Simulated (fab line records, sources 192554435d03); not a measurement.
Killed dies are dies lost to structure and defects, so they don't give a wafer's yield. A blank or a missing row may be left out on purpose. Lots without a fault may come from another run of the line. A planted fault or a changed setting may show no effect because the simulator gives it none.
fab line records | flow n5_finfet
record lots=9 wafers=27 last_day=18
route steps=1938 shown SD_EPI_N@287 SD_EPI_P@307 BEOL_M4@1111 PASSIVATION@1936
lots that met no fault: from a run of the same line without faults
start_h: hours from the record's first day to the start of the lot's first wafer shown | wait_h: hours since the lot's step before | " the same as in the row above | L1.1+2: a row that stands for several wafers | - no value, or no start given | * or withheld: withheld | < > ~ a bound
route shown NAME@n: a module of which the file shows steps, and the number in the route of the first | usual: mean/standard deviation of fault-free wafers | same: alike in all rows | chamber/n: place in a boat | sites: the reading at each site | _std_site: their standard deviation | _edge_site: outer sites' mean less inner sites' | radius_mm: how far each site lies from the wafer's centre | mask NAME#n: copy n | behind: the tool/chamber that last shaped the wafer | hold: why the lot was held/for how many hours/how that ended | device: the transistor (n, p or np) that didn't switch | end of line: the same wafers' tests at the end of the route | a step without rows: its recipe alone | killed: dies lost to structure and defects at the first sort, not the wafer's yield | map: a wafer's dies, x killed, . not, _ none there
set.NAME: the setting as run; set.NAME@STEP: as run at that earlier step | model.NAME: the simulator's own value behind a step, which no gauge read
steps of the route over a sample of lots; a table a step, a row a wafer
services: from which hour (start_h, from the record's first day; less than 0 if before it) a tool's chamber was out of use, for how many hours, and why
## steps
# step N5_SD_EPI_N_VAPOR_ETCH_50
# recipe chemistry=HCl target=Si temp_c=775 time_s=54 pressure_torr=20 mode=isotropic
# usual throttle_valve_pct=11.75/0.16
# columns lot.wafer tool chamber start_h wait_h throttle_valve_pct
L434.1 epi_rpcvd-03 0 54.53 0.3 11.78
L434.5 " 0 " " 11.44
L434.6 " 0 " " 11.78
L438.2 epi_rpcvd-01 0 79.27 0.3 11.92
L438.3 " 0 " " 11.74
L438.4 " 0 " " 11.97
L439.1 epi_rpcvd-04 0 86.66 0.3 11.96
L439.3 " 0 " " 11.88
L439.5 " 0 " " 11.78
L440.1 epi_rpcvd-04 0 92.45 0.4 11.66
L440.4 " 0 " " 11.98
L440.6 " 0 " " 11.96
L446.3 epi_rpcvd-01 0 128.60 0.3 11.76
L446.4 " 0 " " 11.55
L446.6 " 0 " " 11.98
L448.1 epi_rpcvd-01 0 141.84 0.4 12.01
L448.2 " 0 " " 11.81
L448.4 " 0 " " 12.02
L452.3 epi_rpcvd-04 0 167.97 0.2 11.85
L452.4 " 0 " " 11.74
L452.6 " 0 " " 11.80
L453.1 epi_rpcvd-03 0 170.86 0.3 11.65
L453.4 " 0 " " 11.61
L453.6 " 0 " " 11.63
L455.1 epi_rpcvd-04 0 182.32 0.3 11.46
L455.2 " 0 " " 11.92
L455.5 " 0 " " 11.92
# step N5_SD_EPI_P_ETCH_36
# recipe chemistry=CF4 target=SiARC target_depth_a=455 mask_material=CAR-ArF-block time_s=75.8 ion_energy_ev=80 pressure_mtorr=40 source_w=545 bias_w=36 Ar_flow_sccm=100 cf4_flow_sccm=100 ends=cleared
# usual drypump_motor_current_A=5.7/0.34 etch_rf_on_time_s=75.2/1 oes_product_au=0.68/0.067 rf_vpp_V=184.1/1.4 showerhead_plenum_p_Torr=2.14/0.083 throttle_valve_pct=15.66/0.2
# columns lot.wafer tool chamber start_h wait_h drypump_motor_current_A etch_rf_on_time_s oes_product_au rf_hours_counter_h rf_vpp_V showerhead_plenum_p_Torr throttle_valve_pct
L434.1 rie_diel-06 0 57.77 0.0 5.7 76.1 0.72 70 184.9 2.25 15.57
L434.5 " 2 " " 5.9 76.0 0.65 - 182.1 2.07 15.89
L434.6 " 1 " " 5.9 74.2 0.69 - 182.5 2.00 15.95
L438.2 rie_diel-02 2 82.23 0.0 5.5 74.6 0.70 80 182.2 2.08 15.45
L438.3 " 1 " " 6.3 73.8 0.71 68 185.0 2.26 15.86
L438.4 " 3 " " 5.5 76.3 0.66 128 183.9 2.15 15.67
L439.1 rie_diel-05 3 90.11 0.0 5.6 76.3 0.58 245 184.0 2.12 15.82
L439.3 " 0 " " 6.2 74.0 0.64 136 184.5 2.15 15.59
L439.5 " 0 " " 6.2 73.8 0.65 - 184.2 2.15 15.59
L440.1 rie_diel-05 0 96.53 0.0 6.2 74.1 0.64 138 184.0 2.15 15.59
L440.4 " 2 " " 6.0 75.7 0.63 180 186.1 2.21 15.42
L440.6 " 0 " " 6.2 74.2 0.64 - 184.5 2.15 15.59
L446.3 rie_diel-05 0 132.30 0.0 6.1 51.1 0.79 150 183.8 2.15 15.62
L446.4 " 2 " " 6.0 51.2 0.79 192 185.0 2.21 15.45
L446.6 " 1 " " 5.2 73.9 0.78 - 183.1 2.11 15.52
L448.1 rie_diel-05 3 145.44 0.0 5.6 74.8 0.83 4 183.8 2.11 15.35
L448.2 " 1 " " 5.2 74.4 0.77 14 183.1 2.10 15.49
L448.4 " 0 " " 6.1 51.9 0.79 152 184.8 2.15 15.62
L452.3 rie_diel-02 1 170.78 0.0 6.3 74.3 0.68 97 187.3 2.25 15.92
L452.4 " 0 " " 5.4 75.3 0.61 235 184.6 2.20 15.69
L452.6 " 3 " " 5.5 76.6 0.64 - 182.5 2.14 15.72
L453.1 rie_diel-06 0 173.84 0.0 5.7 77.1 0.70 102 186.8 2.24 15.65
L453.4 " 0 " " 5.7 76.0 0.70 - 185.0 2.24 15.64
L453.6 " 2 " " 5.9 76.2 0.63 - 182.2 2.06 15.96
L455.1 rie_diel-06 2 186.04 0.0 5.9 75.8 0.62 167 183.5 2.05 15.95
L455.2 " 0 " " 5.7 75.6 0.69 106 184.0 2.24 15.64
L455.5 " 2 " " 5.9 75.1 0.63 - 182.3 2.05 15.95
# step N5_SD_EPI_P_ETCH_47
# recipe chemistry=CH3F/O2 target=SiOCN target_depth_a=250 mask_material=SOC ion_energy_ev=60 bias_w=29 pressure_mtorr=30 source_w=410 Ar_flow_sccm=150 CH3F_flow_sccm=30 O2_flow_sccm=20
# usual drypump_motor_current_A=5.7/0.35 oes_product_au=0.79/0.078 rf_vpp_V=127.3/1.3 showerhead_plenum_p_Torr=2.00/0.081 throttle_valve_pct=16.37/0.2
# columns lot.wafer tool chamber start_h wait_h drypump_motor_current_A oes_product_au rf_hours_counter_h rf_vpp_V showerhead_plenum_p_Torr throttle_valve_pct
L434.1 rie_diel-06 0 58.25 0.1 5.7 0.85 70 127.6 2.11 16.27
L434.5 " 2 " " 5.9 0.76 - 126.8 1.93 16.58
L434.6 " 1 " " 5.9 0.81 - 127.4 1.86 16.64
L438.2 rie_diel-02 2 82.71 0.1 5.5 0.81 80 127.2 1.94 16.16
L438.3 " 1 " " 6.3 0.83 69 127.6 2.11 16.54
L438.4 " 3 " " 5.5 0.78 128 129.0 2.00 16.35
L439.1 rie_diel-05 3 90.59 0.1 5.6 0.69 245 128.4 1.98 16.53
L439.3 " 0 " " 6.1 0.75 136 127.3 2.01 16.32
L439.5 " 0 " " 6.1 0.75 - 127.4 2.01 16.32
L440.1 rie_diel-05 0 97.01 0.1 6.2 0.75 138 126.9 2.01 16.31
L440.4 " 2 " " 6.0 0.72 180 127.8 2.07 16.14
L440.6 " 0 " " 6.1 0.75 - 126.5 2.01 16.33
L446.3 rie_diel-05 0 132.78 0.1 6.2 0.75 150 127.5 2.01 16.34
L446.4 " 2 " " 6.0 0.72 192 126.2 2.07 16.17
L446.6 " 1 " " 5.2 0.92 - 125.9 1.96 16.20
L448.1 rie_diel-05 3 145.92 0.1 5.5 0.98 4 127.6 1.97 16.11
L448.2 " 1 " " 5.2 0.91 15 125.4 1.96 16.21
L448.4 " 0 " " 6.2 0.74 152 126.8 2.01 16.35
L452.3 rie_diel-02 1 171.26 0.1 6.3 0.80 98 127.9 2.10 16.60
L452.4 " 0 " " 5.4 0.70 235 127.5 2.06 16.37
L452.6 " 3 " " 5.5 0.75 - 129.1 1.99 16.41
L453.1 rie_diel-06 0 174.32 0.1 5.7 0.81 102 126.7 2.10 16.36
L453.4 " 0 " " 5.8 0.82 - 127.1 2.10 16.34
L453.6 " 2 " " 5.8 0.73 - 126.7 1.92 16.65
L455.1 rie_diel-06 2 186.52 0.1 5.9 0.72 167 123.7 1.91 16.67
L455.2 " 0 " " 5.7 0.81 106 128.2 2.10 16.35
L455.5 " 2 " " 5.8 0.72 - 125.5 1.91 16.66
# step N5_SD_EPI_P_SD_RECESS_17
# recipe chemistry=HBr/Cl2/O2 target_depth_a=391 bt_time_s=3 pressure_mtorr=10 icp_w=800 bias_w=112 HBr_flow_sccm=150 Cl2_flow_sccm=80 O2_flow_sccm=12
# usual drypump_motor_current_A=5.8/0.45 oes_product_au=0.994/0.012 throttle_valve_pct=36.84/0.28
# columns lot.wafer tool chamber start_h wait_h drypump_motor_current_A oes_product_au rf_hours_counter_h throttle_valve_pct
L434.1 rie_si-02 1 58.42 0.0 6.2 0.972 152 36.68
L434.5 " 2 " " 6.0 0.990 - 37.30
L434.6 " 3 " " 6.3 1.001 - 36.73
L438.2 rie_si-02 0 82.88 0.0 4.9 0.970 162 36.93
L438.3 " 3 " " 6.3 1.010 119 36.72
L438.4 " 2 " " 6.0 0.989 3 37.31
L439.1 rie_si-05 3 90.77 0.0 6.1 0.983 108 36.62
L439.3 " 0 " " 6.0 0.999 193 36.71
L439.5 " 3 " " 6.1 0.981 - 36.59
L440.1 rie_si-04 2 97.18 0.0 6.1 1.006 78 36.81
L440.4 " 1 " " 6.1 1.005 4 36.76
L440.6 " 1 " " 6.1 1.000 - 36.74
L446.3 rie_si-05 2 132.95 0.0 4.9 0.993 153 36.60
L446.4 " 3 " " 6.1 0.996 109 36.61
L446.6 " 0 " " 6.0 1.011 - 36.72
L448.1 rie_si-04 3 146.09 0.0 5.5 1.008 81 37.03
L448.2 " 2 " " 6.1 1.011 78 36.80
L448.4 " 0 " " 5.8 0.984 181 37.50
L452.3 rie_si-05 3 171.43 0.0 6.1 0.993 110 36.59
L452.4 " 1 " " 5.8 0.995 89 36.58
L452.6 " 1 " " 5.8 1.005 - 36.58
L453.1 rie_si-05 2 174.50 0.0 4.9 0.991 154 36.60
L453.4 " 3 " " 6.1 0.993 110 36.61
L453.6 " 3 " " 6.1 0.991 - 36.59
L455.1 rie_si-05 2 186.69 0.0 4.9 0.996 154 36.59
L455.2 " 1 " " 5.7 0.997 89 36.55
L455.5 " 0 " " 6.0 0.999 - 36.93
# step N5_BEOL_M4_RC_MEAS_101
# usual DIBL_N=36.3/1.6 DIBL_P=36.5/1.6 IOFF_N=0.163/0.026 IOFF_P=0.22/0.033 ION_N=676/9.9 ION_P=464/6.5 SS_N=71.5/0.5 SS_P=73.3/0.64 VT_N=249.3/2.9 VT_P=-250/3.2
# columns lot.wafer tool chamber start_h wait_h DIBL_N[mV/V] DIBL_P[mV/V] IOFF_N[nA/um] IOFF_P[nA/um] ION_N[uA/um] ION_P[uA/um] SS_N[mV/dec] SS_P[mV/dec] VT_N[mV] VT_P[mV]
L434.1 prober-01 0 193.13 0.0 37.5 36.8 0.167 0.23 666 457 71.6 74.2 248.8 -249
L434.5 " 0 " " 38.1 38.0 0.175 0.25 671 462 71.3 73.7 248.0 -244
L434.6 " 0 " " 38.2 38.0 0.187 0.26 680 468 72.5 74.3 248.9 -246
L438.2 prober-02 0 208.37 0.2 36.9 37.9 0.179 0.22 673 463 71.6 74.8 245.1 -251
L438.3 " 0 " " 37.0 38.1 0.182 0.22 688 466 71.7 73.9 246.4 -250
L438.4 " 0 " " 35.6 36.5 0.160 0.20 697 464 70.8 74.3 248.8 -253
L439.1 prober-01 0 215.01 0.0 35.5 36.1 0.146 0.20 666 453 71.3 73.2 252.9 -253
L439.3 " 0 " " 38.1 38.4 0.192 0.24 687 462 71.6 73.6 246.5 -249
L439.5 " 0 " " 35.7 36.6 0.154 0.21 680 468 70.6 73.5 246.8 -251
L440.1 prober-01 0 224.87 0.3 39.4 38.9 0.212 0.32 686 472 71.8 74.2 244.7 -242
L440.4 " 0 " " 35.7 35.8 0.142 0.25 662 470 70.8 73.1 251.3 -244
L440.6 " 0 " " 37.3 36.8 0.167 0.27 666 473 72.1 73.3 248.1 -246
L446.3 prober-02 0 262.66 0.3 34.6 35.7 0.129 0.19 658 457 71.6 72.6 253.8 -253
L446.4 " 0 " " 34.3 35.6 0.123 0.19 671 467 71.3 72.8 253.7 -250
L446.6 " 0 " " 36.5 38.5 0.157 0.22 670 464 71.7 72.6 250.7 -250
L448.1 prober-02 0 266.32 0.0 33.4 33.8 0.116 0.16 656 456 70.8 72.8 254.8 -256
L448.2 " 0 " " 36.1 36.6 0.158 0.20 679 457 71.7 73.6 248.3 -253
L448.4 " 0 " " 36.3 36.6 0.153 0.19 669 459 71.2 73.0 251.0 -253
L453.1 prober-01 0 304.18 0.0 38.4 42.3 0.213 0.29 685 470 72.8 74.2 246.6 -245
L453.4 " 0 " " 35.0 37.9 0.145 0.21 680 470 70.8 72.1 248.1 -250
L453.6 " 0 " " 35.9 38.6 0.164 0.23 682 471 71.5 72.9 250.8 -249
L452.3 prober-01 0 307.48 0.3 33.9 34.1 0.123 0.21 676 477 71.4 72.4 255.8 -246
L452.4 " 0 " " 34.3 34.0 0.123 0.20 665 459 71.0 73.1 254.4 -248
L452.6 " 0 " " 34.3 33.9 0.128 0.21 663 467 71.2 72.2 256.5 -247
L455.1 prober-01 0 316.29 0.0 36.0 37.1 0.169 0.22 669 465 71.8 73.4 249.5 -250
L455.2 " 0 " " 34.9 35.2 0.145 0.19 662 456 71.6 73.5 252.3 -251
L455.5 " 0 " " 35.7 36.3 0.164 0.22 672 462 71.7 73.8 250.3 -248
# step N5_PASSIVATION_PROBE_49
# usual defect_limited_yield=91.2/1.5 killed_at_M0_to_M3=32/9.6 killed_at_M4_up=13/5.3 killed_at_contacts=13/6.7 killed_at_front_end=42/11 killed_at_other=3.8/2.9 killed_dies=103/17 killed_open=67/13 killed_short=35/7.9 sort_bin_5_function=5.2/0.94 sort_bin_6_memory=3.3/0.64 sort_n_pass=1077/17 sort_yield_pct=91.2/1.5
# same gross_dies=1180 killed_at_back_side=0 sort_bin_4_leakage[%]=0 sort_bin_8_speed[%]=0
# columns lot.wafer tool chamber start_h wait_h defect_limited_yield[%] killed_at_M0_to_M3 killed_at_M4_up killed_at_contacts killed_at_front_end killed_at_other killed_dies killed_open killed_short sort_bin_5_function[%] sort_bin_6_memory[%] sort_n_pass sort_yield_pct[%]
L434.1 prober-01 - 293.80 0.0 91.7 25 22 9 42 0 98 73 25 5.1 3.1 1082 91.7
L434.5 prober-01 - 294.00 0.2 87.3 37 19 20 71 3 150 106 44 8.5 4.0 1030 87.3
L434.6 prober-01 - 294.05 0.3 92.1 24 7 8 50 4 93 58 35 4.6 3.2 1087 92.1
L439.1 prober-02 - 320.12 0.0 90.4 30 19 20 40 4 113 65 45 5.8 3.4 1067 90.4
L439.3 prober-02 - 320.22 0.1 91.8 38 12 10 32 5 97 63 33 5.0 2.8 1083 91.8
L439.5 prober-02 - 320.32 0.2 89.2 38 21 22 42 5 128 87 37 7.0 3.6 1052 89.2
L448.1 prober-02 - 369.00 0.0 89.0 47 12 10 55 6 130 90 40 7.2 3.1 1050 89.0
L448.2 prober-02 - 369.05 0.1 91.3 37 4 11 47 4 103 77 26 5.1 3.5 1077 91.3
L448.4 prober-02 - 369.15 0.2 91.5 39 9 2 47 3 100 65 35 5.0 3.2 1080 91.5
L446.3 prober-01 - 376.48 0.1 91.7 22 7 13 46 10 98 60 37 5.2 2.9 1082 91.7
L446.4 prober-01 - 376.53 0.2 93.7 13 4 14 41 2 74 49 24 3.7 2.4 1106 93.7
L446.6 prober-01 - 376.63 0.3 91.5 36 11 13 35 5 100 58 42 5.3 2.8 1080 91.5
L455.1 prober-02 - 432.61 0.0 93.1 35 9 10 24 4 82 58 22 4.7 2.2 1098 93.1
L455.2 prober-02 - 432.66 0.1 91.4 43 12 9 37 1 102 69 33 5.4 3.1 1078 91.4
L455.5 prober-02 - 432.81 0.2 91.9 46 7 8 34 0 95 57 36 4.2 3.5 1085 91.9
# killed by level:class
L434.1 STI_FIN_REVEAL:geometric_particle:open=21 BEOL_M4:geometric_particle:open=17 BEOL_M2:geometric_particle:open=10 MOL_CONTACT_COAG:geometric_particle:open=8 STI_FIN_REVEAL:geometric_particle:short=5 FIN_SAQP:geometric_particle:open=3 FIN_SAQP:geometric_particle:short=3 GATE_CUT:geometric_particle:short=3
L434.5 STI_FIN_REVEAL:geometric_particle:open=27 FIN_SAQP:geometric_particle:open=16 BEOL_M4:geometric_particle:open=11 FIN_SAQP:geometric_particle:short=10 MOL_CONTACT_COAG:geometric_particle:open=10 MOL_CONTACT_COAG:geometric_particle:short=10 BEOL_M2:geometric_particle:open=8 BEOL_M3:geometric_particle:open=8
L434.6 FIN_SAQP:geometric_particle:short=12 FIN_SAQP:geometric_particle:open=12 STI_FIN_REVEAL:geometric_particle:open=10 BEOL_M3:geometric_particle:open=10 BEOL_M4:geometric_particle:open=6 MOL_CONTACT_COAG:geometric_particle:short=5 BEOL_M0_SAQP:geometric_particle:short=5 BEOL_M2:geometric_particle:open=4
L439.1 MOL_CONTACT_COAG:geometric_particle:open=14 FIN_SAQP:geometric_particle:short=12 BEOL_M0_SAQP:geometric_particle:short=10 BEOL_M3:geometric_particle:open=8 STI_FIN_REVEAL:geometric_particle:open=7 FIN_SAQP:geometric_particle:open=6 MOL_CONTACT_COAG:geometric_particle:short=6 BEOL_M0_SAQP:geometric_particle:open=6
L439.3 BEOL_M0_SAQP:geometric_particle:short=10 MOL_CONTACT_COAG:geometric_particle:open=9 BEOL_M3:geometric_particle:open=8 BEOL_M0_SAQP:geometric_particle:open=7 FIN_SAQP:geometric_particle:open=4 STI_FIN_REVEAL:geometric_particle:open=4 GATE_CUT:geometric_particle:short=4 BEOL_M1:geometric_particle:short=4
L439.5 MOL_CONTACT_COAG:geometric_particle:open=20 BEOL_M4:geometric_particle:open=11 BEOL_M1:geometric_particle:open=9 STI_FIN_REVEAL:geometric_particle:open=8 BEOL_M0_SAQP:geometric_particle:short=8 FIN_SAQP:geometric_particle:short=7 BEOL_M0_SAQP:geometric_particle:open=6 BEOL_M3:geometric_particle:open=5
L448.1 FIN_SAQP:geometric_particle:open=22 FIN_SAQP:geometric_particle:short=11 BEOL_M0_SAQP:geometric_particle:short=10 MOL_CONTACT_COAG:geometric_particle:open=9 BEOL_M0_SAQP:geometric_particle:open=9 BEOL_M3:geometric_particle:open=8 BEOL_M1:geometric_particle:open=8 BEOL_M2:geometric_particle:open=6
L448.2 FIN_SAQP:geometric_particle:open=14 BEOL_M2:geometric_particle:open=11 DUMMY_GATE:geometric_particle:open=9 MOL_CONTACT_COAG:geometric_particle:open=9 BEOL_M3:geometric_particle:open=9 FIN_SAQP:geometric_particle:short=6 STI_FIN_REVEAL:geometric_particle:open=6 BEOL_M2:geometric_particle:short=5
L448.4 FIN_SAQP:geometric_particle:open=15 FIN_SAQP:geometric_particle:short=12 BEOL_M0_SAQP:geometric_particle:open=9 BEOL_M2:geometric_particle:open=8 BEOL_M3:geometric_particle:open=7 STI_FIN_REVEAL:geometric_particle:open=6 BEOL_M0_SAQP:geometric_particle:short=6 BEOL_M1:geometric_particle:open=5
L446.3 FIN_SAQP:geometric_particle:open=11 MOL_CONTACT_COAG:geometric_particle:open=11 GATE_CUT:geometric_particle:short=8 BEOL_M0_SAQP:geometric_particle:short=8 FIN_SAQP:geometric_particle:short=6 DUMMY_GATE:geometric_particle:open=5 BEOL_M0_SAQP:geometric_particle:open=5 BEOL_M2:geometric_particle:open=5
L446.4 MOL_CONTACT_COAG:geometric_particle:open=13 FIN_SAQP:geometric_particle:open=12 FIN_SAQP:geometric_particle:short=8 STARTING-WAFER:geometric_particle:open=6 STI_FIN_REVEAL:geometric_particle:open=4 BEOL_M0_SAQP:geometric_particle:open=4 STI_FIN_REVEAL:geometric_particle:short=3 GATE_CUT:geometric_particle:short=3
L446.6 BEOL_M0_SAQP:geometric_particle:open=11 FIN_SAQP:geometric_particle:short=10 FIN_SAQP:geometric_particle:open=10 MOL_CONTACT_COAG:geometric_particle:open=9 BEOL_M0_SAQP:geometric_particle:short=7 BEOL_M1:geometric_particle:open=6 MOL_CONTACT_COAG:geometric_particle:short=4 BEOL_M3:geometric_particle:open=4
L455.1 BEOL_M3:geometric_particle:open=13 BEOL_M2:geometric_particle:open=10 MOL_CONTACT_COAG:geometric_particle:open=8 STI_FIN_REVEAL:geometric_particle:open=7 BEOL_M0_SAQP:geometric_particle:short=6 DUMMY_GATE:geometric_particle:open=3 STARTING-WAFER:geometric_particle:short=3 BEOL_M4:geometric_particle:open=3
L455.2 BEOL_M2:geometric_particle:open=13 STI_FIN_REVEAL:geometric_particle:open=12 MOL_CONTACT_COAG:geometric_particle:open=9 BEOL_M1:geometric_particle:short=8 BEOL_M0_SAQP:geometric_particle:open=7 BEOL_M0_SAQP:geometric_particle:short=6 BEOL_M1:geometric_particle:open=5 FIN_SAQP:geometric_particle:open=4
L455.5 BEOL_M0_SAQP:geometric_particle:short=14 BEOL_M2:geometric_particle:open=13 STI_FIN_REVEAL:geometric_particle:open=10 BEOL_M0_SAQP:geometric_particle:open=7 GATE_CUT:geometric_particle:short=6 MOL_CONTACT_COAG:geometric_particle:open=6 FIN_SAQP:geometric_particle:open=4 GATE_CUT:geometric_particle:open=4
## services
# columns tool chamber start_h hours kind
rie_diel-02 1 36.31 3.8 repair
epi_rpcvd-01 - 40.27 6.0 pm
rie_si-04 - 55.76 1.7 repair
rie_diel-02 - 56.32 2.8 pm
rie_diel-05 0 56.42 14.8 repair
rie_diel-05 1 74.20 - clean
rie_diel-05 1 74.20 - consumable_replace:focus_ring
rie_diel-05 1 74.20 19.4 scheduled_down
rie_diel-05 1 74.20 19.4 vent_cycle
rie_si-05 0 93.95 2.6 repair
rie_si-02 3 99.00 7.2 repair
rie_diel-05 3 106.00 - clean
rie_diel-05 3 106.00 - consumable_replace:focus_ring
rie_diel-05 3 106.00 22.3 scheduled_down
rie_diel-05 3 106.00 22.3 vent_cycle
rie_diel-06 3 106.80 1.2 repair
rie_diel-06 - 110.12 0.7 repair
rie_diel-06 0 151.75 8.8 repair
rie_diel-06 3 160.69 - clean
rie_diel-06 3 160.69 - consumable_replace:focus_ring
epi_rpcvd-01 - 171.57 0.4 repair
rie_si-05 0 179.77 2.8 repair
rie_diel-06 1 185.66 1.9 repair
rie_diel-02 2 186.31 1.2 repair
## key
first_sign step=N5_SD_EPI_P_ETCH_36 reading=etch_rf_on_time_s direction=down sigmas=23 usual=* struck=*
effect none on later readings
met_at N5_SD_EPI_P_ETCH_36
struck_lots L446,L448
struck_wafers L446.3,L446.4,L448.4
not_acting_at N5_SD_EPI_N_VAPOR_ETCH_50,N5_SD_EPI_P_ETCH_47,N5_SD_EPI_P_SD_RECESS_17
onset_between 96.53 132.30
fault kind=process_parameter_drift tool=rie_diel-05 chamber=- onset_h=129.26 steps=N5_SD_EPI_P_ETCH_36 channel=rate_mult offset=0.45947 shape=step end_h=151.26 scope=struck_wafers_only
